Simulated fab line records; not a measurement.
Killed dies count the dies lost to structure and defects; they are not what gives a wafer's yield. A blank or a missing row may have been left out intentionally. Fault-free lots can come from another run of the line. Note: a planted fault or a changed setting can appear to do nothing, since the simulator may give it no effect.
Chamber matching / flow nand harc / 3 sister chambers for NHARC_A_STAIRCASE_DEP_301 on pecvd-04
The step deposits SiON, target thk 30 nm. 14 wafers are shown with their chamber, then 7 later ones without.

== WAFERS, EACH WITH ITS CHAMBER ==
wafer=L074.1; chamber=2; heater power w (W)=727; susceptor temp C (C)=400.07
wafer=L074.3; chamber=0; heater power w (W)=956; susceptor temp C (C)=400.21
wafer=L074.4; chamber=2; heater power w (W)=744; susceptor temp C (C)=400.09
wafer=L077.1; chamber=2; heater power w (W)=726; susceptor temp C (C)=400.14
wafer=L077.2; chamber=0; heater power w (W)=935; susceptor temp C (C)=400.01
wafer=L077.4; chamber=1; heater power w (W)=865; susceptor temp C (C)=399.82
wafer=L081.2; chamber=2; heater power w (W)=715; susceptor temp C (C)=400.08
wafer=L081.3; chamber=0; heater power w (W)=782; susceptor temp C (C)=400.33
wafer=L081.4; chamber=2; heater power w (W)=700; susceptor temp C (C)=400.01
wafer=L086.1; chamber=0; heater power w (W)=904; susceptor temp C (C)=400.16
wafer=L086.3; chamber=2; heater power w (W)=688; susceptor temp C (C)=399.95
wafer=L086.5; chamber=1; heater power w (W)=804; susceptor temp C (C)=400.02
wafer=L090.2; chamber=2; heater power w (W)=645; susceptor temp C (C)=400.38
wafer=L090.4; chamber=1; heater power w (W)=868; susceptor temp C (C)=399.89

SIGNATURES (averages over the wafers above)
reading=heater power w; chamber 0=894.25; chamber 1=845.67; chamber 2=706.43; scatter within a chamber=49.7
reading=susceptor temp C; chamber 0=400.1775; chamber 1=399.9100; chamber 2=400.1029; scatter within a chamber=0.13
Rule: a wafer's distance from a chamber is the root of the sum, over the readings, of the square of ((its reading less the chamber's mean) divided by the reading's scatter). If the next closest chamber is less than 2 further off than the closest, the wafer can't be placed; otherwise it belongs to the closest. The scatter: take each reading less its chamber's mean, square it, sum over the shown wafers, divide by the number of wafers less the number of chambers, and take the root.

== WAFERS WITH NO CHAMBER GIVEN ==
wafer=L090.6; heater power w (W)=893; susceptor temp C (C)=399.76
wafer=L091.1; heater power w (W)=938; susceptor temp C (C)=399.87
wafer=L091.2; heater power w (W)=628; susceptor temp C (C)=400.06
wafer=L091.6; heater power w (W)=942; susceptor temp C (C)=400.15
wafer=L095.1; heater power w (W)=816; susceptor temp C (C)=399.74
wafer=L095.4; heater power w (W)=625; susceptor temp C (C)=399.87
wafer=L095.6; heater power w (W)=815; susceptor temp C (C)=399.97

== WHICH CHAMBER EACH WENT THROUGH ==
wafer=L090.6; from the rows above=can't be placed: 1 or 0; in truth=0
wafer=L091.1; from the rows above=can't be placed: 1 or 0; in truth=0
wafer=L091.2; from the rows above=2; in truth=2
wafer=L091.6; from the rows above=can't be placed: 0 or 1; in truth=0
wafer=L095.1; from the rows above=1; in truth=1
wafer=L095.4; from the rows above=2; in truth=2
wafer=L095.6; from the rows above=can't be placed: 1 or 0 or 2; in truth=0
Correctly placed: 3 of 7. Cannot be placed on the basis of these rows: 4; the candidates contain the true chamber in 4. Wrongly placed: 0.
